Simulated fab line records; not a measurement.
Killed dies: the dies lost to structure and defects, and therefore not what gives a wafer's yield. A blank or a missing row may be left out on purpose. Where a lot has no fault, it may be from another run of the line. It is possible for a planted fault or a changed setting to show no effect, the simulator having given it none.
Chamber matching :: flow n5-finfet :: 4 sister chambers for N5_DUMMY_GATE_STRIP_41 on rie-diel-06
The step strips in O2. 27 wafers are shown with their chamber, then 12 later ones without.

WAFERS PAIRED WITH THEIR CHAMBERS
wafer: L075.2
chamber: 0
drypump-motor-current-A (A): 5.06
showerhead-plenum-p-Torr (Torr): 2.21
throttle-valve-pct (%): 16.55

wafer: L075.4
chamber: 2
drypump-motor-current-A (A): 5.89
showerhead-plenum-p-Torr (Torr): 2.10
throttle-valve-pct (%): 16.99

wafer: L075.5
chamber: 3
drypump-motor-current-A (A): 5.33
showerhead-plenum-p-Torr (Torr): 2.11
throttle-valve-pct (%): 16.78

wafer: L078.1
chamber: 2
drypump-motor-current-A (A): 5.92
showerhead-plenum-p-Torr (Torr): 2.10
throttle-valve-pct (%): 16.99

wafer: L078.2
chamber: 3
drypump-motor-current-A (A): 5.33
showerhead-plenum-p-Torr (Torr): 2.11
throttle-valve-pct (%): 16.79

wafer: L078.5
chamber: 0
drypump-motor-current-A (A): 5.09
showerhead-plenum-p-Torr (Torr): 2.21
throttle-valve-pct (%): 16.60

wafer: L081.1
chamber: 0
drypump-motor-current-A (A): 5.10
showerhead-plenum-p-Torr (Torr): 2.21
throttle-valve-pct (%): 16.57

wafer: L081.3
chamber: 2
drypump-motor-current-A (A): 5.90
showerhead-plenum-p-Torr (Torr): 2.10
throttle-valve-pct (%): 16.99

wafer: L081.6
chamber: 1
drypump-motor-current-A (A): 5.45
showerhead-plenum-p-Torr (Torr): 2.15
throttle-valve-pct (%): 16.78

wafer: L082.3
chamber: 0
drypump-motor-current-A (A): 5.09
showerhead-plenum-p-Torr (Torr): 2.21
throttle-valve-pct (%): 16.61

wafer: L082.5
chamber: 1
drypump-motor-current-A (A): 5.40
showerhead-plenum-p-Torr (Torr): 2.15
throttle-valve-pct (%): 16.80

wafer: L082.6
chamber: 0
drypump-motor-current-A (A): 5.08
showerhead-plenum-p-Torr (Torr): 2.21
throttle-valve-pct (%): 16.60

wafer: L083.1
chamber: 0
drypump-motor-current-A (A): 5.08
showerhead-plenum-p-Torr (Torr): 2.20
throttle-valve-pct (%): 16.59

wafer: L083.2
chamber: 1
drypump-motor-current-A (A): 5.45
showerhead-plenum-p-Torr (Torr): 2.15
throttle-valve-pct (%): 16.79

wafer: L083.6
chamber: 2
drypump-motor-current-A (A): 5.90
showerhead-plenum-p-Torr (Torr): 2.10
throttle-valve-pct (%): 17.00

wafer: L088.3
chamber: 1
drypump-motor-current-A (A): 5.42
showerhead-plenum-p-Torr (Torr): 2.14
throttle-valve-pct (%): 16.81

wafer: L088.5
chamber: 1
drypump-motor-current-A (A): 5.42
showerhead-plenum-p-Torr (Torr): 2.14
throttle-valve-pct (%): 16.82

wafer: L088.6
chamber: 0
drypump-motor-current-A (A): 5.11
showerhead-plenum-p-Torr (Torr): 2.20
throttle-valve-pct (%): 16.63

wafer: L089.1
chamber: 1
drypump-motor-current-A (A): 5.41
showerhead-plenum-p-Torr (Torr): 2.14
throttle-valve-pct (%): 16.84

wafer: L089.2
chamber: 3
drypump-motor-current-A (A): 5.33
showerhead-plenum-p-Torr (Torr): 2.10
throttle-valve-pct (%): 16.82

wafer: L089.3
chamber: 3
drypump-motor-current-A (A): 5.33
showerhead-plenum-p-Torr (Torr): 2.10
throttle-valve-pct (%): 16.83

wafer: L091.1
chamber: 1
drypump-motor-current-A (A): 5.45
showerhead-plenum-p-Torr (Torr): 2.14
throttle-valve-pct (%): 16.83

wafer: L091.2
chamber: 2
drypump-motor-current-A (A): 5.91
showerhead-plenum-p-Torr (Torr): 2.09
throttle-valve-pct (%): 17.01

wafer: L091.4
chamber: 3
drypump-motor-current-A (A): 5.29
showerhead-plenum-p-Torr (Torr): 2.10
throttle-valve-pct (%): 16.84

wafer: L092.1
chamber: 3
drypump-motor-current-A (A): 5.33
showerhead-plenum-p-Torr (Torr): 2.10
throttle-valve-pct (%): 16.83

wafer: L092.2
chamber: 2
drypump-motor-current-A (A): 5.89
showerhead-plenum-p-Torr (Torr): 2.09
throttle-valve-pct (%): 17.02

wafer: L092.3
chamber: 0
drypump-motor-current-A (A): 5.09
showerhead-plenum-p-Torr (Torr): 2.20
throttle-valve-pct (%): 16.63

SIGNATURES, as means of the wafers listed above
reading: drypump-motor-current-A
chamber 0: 5.0875
chamber 1: 5.4286
chamber 2: 5.9017
chamber 3: 5.3233
scatter within a chamber: 0.0165

reading: showerhead-plenum-p-Torr
chamber 0: 2.2062
chamber 1: 2.1443
chamber 2: 2.0967
chamber 3: 2.1033
scatter within a chamber: 0.00522

reading: throttle-valve-pct
chamber 0: 16.5975
chamber 1: 16.8100
chamber 2: 17.0000
chamber 3: 16.8150
scatter within a chamber: 0.0227
Rule: a wafer's distance from a chamber is the root of the sum, over the readings, of the square of ((its reading less the chamber's mean) divided by the reading's scatter). The wafer belongs to the nearest chamber; if the next one is less than 2 further off, it can't be placed. The scatter is the square root of a quotient: the sum, over the shown wafers, of each reading's squared deviation from its chamber's mean, divided by wafers minus chambers.

WAFERS MISSING THEIR CHAMBER
wafer: L093.1
drypump-motor-current-A (A): 5.42
showerhead-plenum-p-Torr (Torr): 2.14
throttle-valve-pct (%): 16.83

wafer: L093.3
drypump-motor-current-A (A): 5.89
showerhead-plenum-p-Torr (Torr): 2.09
throttle-valve-pct (%): 17.03

wafer: L093.5
drypump-motor-current-A (A): 5.11
showerhead-plenum-p-Torr (Torr): 2.20
throttle-valve-pct (%): 16.62

wafer: L094.1
drypump-motor-current-A (A): 5.90
showerhead-plenum-p-Torr (Torr): 2.09
throttle-valve-pct (%): 17.01

wafer: L094.4
drypump-motor-current-A (A): 5.09
showerhead-plenum-p-Torr (Torr): 2.20
throttle-valve-pct (%): 16.62

wafer: L094.5
drypump-motor-current-A (A): 5.42
showerhead-plenum-p-Torr (Torr): 2.14
throttle-valve-pct (%): 16.84

wafer: L096.1
drypump-motor-current-A (A): 5.87
showerhead-plenum-p-Torr (Torr): 2.09
throttle-valve-pct (%): 17.04

wafer: L096.2
drypump-motor-current-A (A): 5.08
showerhead-plenum-p-Torr (Torr): 2.20
throttle-valve-pct (%): 16.64

wafer: L096.3
drypump-motor-current-A (A): 5.32
showerhead-plenum-p-Torr (Torr): 2.09
throttle-valve-pct (%): 16.86

wafer: L096.4
drypump-motor-current-A (A): 5.09
showerhead-plenum-p-Torr (Torr): 2.20
throttle-valve-pct (%): 16.62

wafer: L096.5
drypump-motor-current-A (A): 5.36
showerhead-plenum-p-Torr (Torr): 2.09
throttle-valve-pct (%): 16.84

wafer: L096.6
drypump-motor-current-A (A): 5.89
showerhead-plenum-p-Torr (Torr): 2.09
throttle-valve-pct (%): 17.02

CHAMBER TAKEN BY EACH
wafer: L093.1
from the rows above: 1
in truth: 1

wafer: L093.3
from the rows above: 2
in truth: 2

wafer: L093.5
from the rows above: 0
in truth: 0

wafer: L094.1
from the rows above: 2
in truth: 2

wafer: L094.4
from the rows above: 0
in truth: 0

wafer: L094.5
from the rows above: 1
in truth: 1

wafer: L096.1
from the rows above: 2
in truth: 2

wafer: L096.2
from the rows above: 0
in truth: 0

wafer: L096.3
from the rows above: 3
in truth: 3

wafer: L096.4
from the rows above: 0
in truth: 0

wafer: L096.5
from the rows above: 3
in truth: 3

wafer: L096.6
from the rows above: 2
in truth: 2
12 of 12 placed correctly. Number that these rows cannot place: 0. 0 placed wrongly.
